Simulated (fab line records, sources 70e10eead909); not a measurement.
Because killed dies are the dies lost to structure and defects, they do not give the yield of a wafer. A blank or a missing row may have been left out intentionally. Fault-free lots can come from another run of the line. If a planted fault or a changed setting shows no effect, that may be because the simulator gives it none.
fab line records + flow nand-harc
[record]
- lots = 7
- wafers = 15
- last-day = 31
route steps=1302 shown P_ZERO_WELL@66 P_STI@69
lots that met no fault: from a run of the same line without faults
start-h: the number of hours between the record's first day and the start of the first shown wafer of the lot + wait-h: how many hours have passed since the lot's step before this one + " unchanged from the row above + L1.1+2: a row that stands for several wafers + - no value present, or no start provided + * or withheld: withheld + < > ~ a bound
route shown NAME@n: NAME is a module with steps in the file, n the number in the route of the first one + usual: the fault-free wafers' mean and standard deviation + same: alike in all rows + chamber/n: place in a boat + sites: each site's reading + _std_site: standard deviation of those values + _edge_site: the outer-site mean with the inner-site mean subtracted + radius-mm: how far each site lies from the wafer's centre + mask NAME#n: copy n + behind: the last tool/chamber to shape the wafer + hold: why the lot was held/for how many hours/how that ended + device: whichever transistor did not switch (one of n, p or np) + end of line: tests of these same wafers at the route's end + a step given without rows: its recipe and nothing more + killed: at the first sort, the dies lost to defects and structure; wafer yield is something else + map: a wafer's dies, x killed, . not, _ none there
set.NAME: the setting as run; set.NAME@STEP: as run at that earlier step + model.NAME: the simulator's own value behind a step, which no gauge read
lots at selected steps of the route; one table per step, one row per wafer
services: the hour from which a tool's chamber was out of use, counted from the record's first day as start-h (under 0 if before that day), plus the number of hours and why
[[steps]]
[step NHARC_P_ZERO_WELL_SRD_69]
[step NHARC_P_ZERO_WELL_RTA_42]
[recipe]
- temp-c = 1100
- time-s = 300
[usual]
- anneal-temp-c-max = 1105.1/1.4
- lamp-power-pct = 41.0/1.9
- lamp_zone_3_pct = 41.0/1.9
- lamp_zone_6_pct = 41.0/1.9
- wafer_temp_C_max = 1104.4/1
| lot.wafer | tool          | chamber | start-h | wait-h | anneal-temp-c-max | lamp-power-pct | lamp_zone_3_pct | lamp_zone_6_pct | wafer_temp_C_max |
|-----------|---------------|---------|---------|--------|-------------------|----------------|-----------------|-----------------|------------------|
| L306.2    | rtp-anneal-02 | 0       | 26.86   | -      | 1105.8            | 43.0           | 43.0            | 42.9            | 1103.1           |
| L306.4    | "             | 0       | "       | "      | 1105.4            | 43.0           | 42.9            | 42.9            | 1102.7           |
| L306.6    | "             | 0       | "       | "      | 1106.3            | 42.9           | 42.9            | 42.9            | 1102.4           |
| L308.2    | rtp-anneal-02 | 0       | 47.12   | -      | 1106.9            | 42.9           | 42.9            | 42.9            | 1104.5           |
| L308.5    | "             | 0       | "       | "      | 1105.7            | 42.9           | 42.9            | 42.8            | 1104.8           |
| L308.6    | "             | 0       | "       | "      | 1106.1            | 42.9           | 42.9            | 42.7            | 1105.0           |
| L313.4    | rtp-anneal-02 | 0       | 97.20   | -      | 1105.9            | 43.0           | 43.0            | 42.9            | 1105.2           |
| L315.4    | rtp-anneal-02 | 0       | 117.27  | -      | 1106.3            | 42.7           | 42.8            | 42.7            | 1103.9           |
| L316.3    | rtp-anneal-01 | 0       | 126.96  | -      | 1104.5            | 39.1           | 39.2            | 39.1            | 1105.5           |
| L316.5    | "             | 0       | "       | "      | 1103.6            | 39.2           | 39.1            | 39.2            | 1104.6           |
| L316.6    | "             | 0       | "       | "      | 1104.1            | 39.3           | 39.1            | 39.1            | 1106.2           |
| L317.2    | rtp-anneal-02 | 0       | 136.97  | -      | 1108.5            | 42.9           | 42.9            | 42.9            | 1103.7           |
| L323.1    | rtp-anneal-01 | 0       | 197.04  | -      | 1103.9            | 39.1           | 39.1            | 39.0            | 1105.6           |
| L323.3    | "             | 0       | "       | "      | 1103.4            | 39.1           | 39.2            | 39.0            | 1104.8           |
| L323.4    | "             | 0       | "       | "      | 1104.0            | 39.2           | 39.1            | 39.1            | 1104.5           |
[step NHARC_P_ZERO_WELL_INSPECT_43]
[usual]
- raw-defect-count = 14/6.4
| lot.wafer | tool              | chamber | start-h | wait-h | raw-defect-count |
|-----------|-------------------|---------|---------|--------|------------------|
| L306.2    | defect-inspect-01 | -       | 27.43   | 0.5    | 5                |
| L306.4    | "                 | -       | "       | "      | 10               |
| L306.6    | "                 | -       | "       | "      | 6                |
| L308.2    | defect-inspect-01 | -       | 47.68   | 0.5    | 10               |
| L308.5    | "                 | -       | "       | "      | 9                |
| L308.6    | "                 | -       | "       | "      | 10               |
| L313.4    | defect-inspect-01 | -       | 97.55   | 0.2    | 8                |
| L315.4    | defect-inspect-02 | -       | 117.61  | 0.2    | 19               |
| L316.3    | defect-inspect-02 | -       | 127.42  | 0.4    | 4                |
| L316.5    | "                 | -       | "       | "      | 19               |
| L316.6    | "                 | -       | "       | "      | 12               |
| L317.2    | defect-inspect-02 | -       | 137.53  | 0.5    | 13               |
| L323.1    | defect-inspect-01 | -       | 197.71  | 0.6    | 7                |
| L323.3    | "                 | -       | "       | "      | 12               |
| L323.4    | "                 | -       | "       | "      | 15               |
[step NHARC_P_STI_ETCH_26]
[recipe]
- target-depth-a = 110
- chemistry = dHF
- material = SiO2
[step NHARC_P_STI_PRECLEAN_27]
[recipe]
- time-s = *
- temp-c = 50
- bath-age-min = 0
- chemistry = SC1
[step NHARC_P_STI_SRD_28]
[step NHARC_P_STI_OXIDE_29]
[recipe]
- target-thk-a = 100
- temp-c = 900
- ox-time-s = 1362
- material = SiO2
[step NHARC_P_STI_HM_DEP_30]
[recipe]
- target-thk-a = 800
- temp-c = 790
- pressure-mtorr = 300
- time-s = 873
- material = Si3N4
[step NHARC_P_STI_DEHYDRATE_01]
[recipe]
- temp-c = 150
- time-s = 120
[step NHARC_P_STI_HMDS_02]
[recipe]
- time-s = 30
[step NHARC_P_STI_COAT_41]
[recipe]
- temp-c = 200
- time-s = 65
[step NHARC_P_STI_COAT_03]
[recipe]
- spin-rpm = 2000
- resist-thk-nm = 600
[step NHARC_P_STI_SOFTBAKE_04]
[recipe]
- temp-c = 125
- time-s = 70
[usual]
- exhaust-pa = 44.8/0.96
- heater-power-total-W = 200.6/1.3
- plate-temp-C = 125.01/0.14
| lot.wafer | tool           | chamber | start-h | wait-h | exhaust-pa | heater-power-total-W | plate-temp-C |
|-----------|----------------|---------|---------|--------|------------|----------------------|--------------|
| L306.2    | litho-track-07 | 0       | 44      | -      | 44.4       | 201.3                | 125.15       |
| L306.4    | "              | 0       | "       | "      | 45.8       | 200.0                | 124.85       |
| L306.6    | "              | 0       | "       | "      | 44.0       | 199.6                | 125.08       |
| L308.2    | litho-track-07 | 0       | 62      | -      | 43.6       | 201.5                | 124.99       |
| L308.5    | "              | 0       | "       | "      | 45.0       | 202.0                | 124.95       |
| L308.6    | "              | 0       | "       | "      | 44.8       | 199.2                | 125.18       |
| L313.4    | litho-track-07 | 0       | 117     | -      | 44.0       | 207.3                | -            |
| L315.4    | litho-track-07 | 0       | 134     | -      | 44.0       | 207.3                | -            |
| L316.3    | litho-track-03 | 0       | 142     | -      | 45.3       | 202.7                | 125.21       |
| L316.5    | "              | 0       | "       | "      | 45.5       | 202.4                | 124.91       |
| L316.6    | "              | 0       | "       | "      | 45.3       | 202.4                | 125.05       |
| L317.2    | litho-track-07 | 0       | 153     | -      | 43.6       | 205.8                | -            |
| L323.1    | litho-track-07 | 0       | 212     | -      | 45.4       | 199.2                | 124.90       |
| L323.3    | "              | 0       | "       | "      | 45.7       | 199.8                | 124.93       |
| L323.4    | "              | 0       | "       | "      | 46.8       | 202.4                | 124.81       |
[step NHARC_P_STI_EBR_05]
[[services]]
| tool           | chamber | start-h | hours | kind                      |
|----------------|---------|---------|-------|---------------------------|
| rtp-anneal-02  | -       | 12.28   | 12.0  | pm                        |
| litho-track-07 | -       | 40.69   | -     | consumable-replace:filter |
| litho-track-07 | -       | 76.00   | 7.0   | pm                        |
| litho-track-03 | -       | 100.00  | 7.0   | pm                        |
[[key]]
[first-sign]
- step = NHARC_P_STI_SOFTBAKE_04
- reading = heater-power-total-W
- direction = up
- sigmas = 4.9
- usual = *
- struck = *
effect none on later readings
met-at NHARC_P_STI_SOFTBAKE_04
struck-wafers L313.4,L315.4,L317.2
tester-left-out L313,L315,L317
onset-between 62 117
[fault]
- kind = process-parameter-drift
- tool = litho-track-07
- chamber = -
- onset-h = 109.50
- steps = NHARC_P_STI_SOFTBAKE_04
- channel = time-s
- offset = *
- shape = step
- end-h = 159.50
- acts-in = *
- stated = *
// tester-left-out: of these lots the tester's yield and bins aren't shown, on N5 and GAA mostly nor the transistor test; their killed dies are dies lost to structure and defects alone, not to doping, threshold or leakage, so they don't give the yield
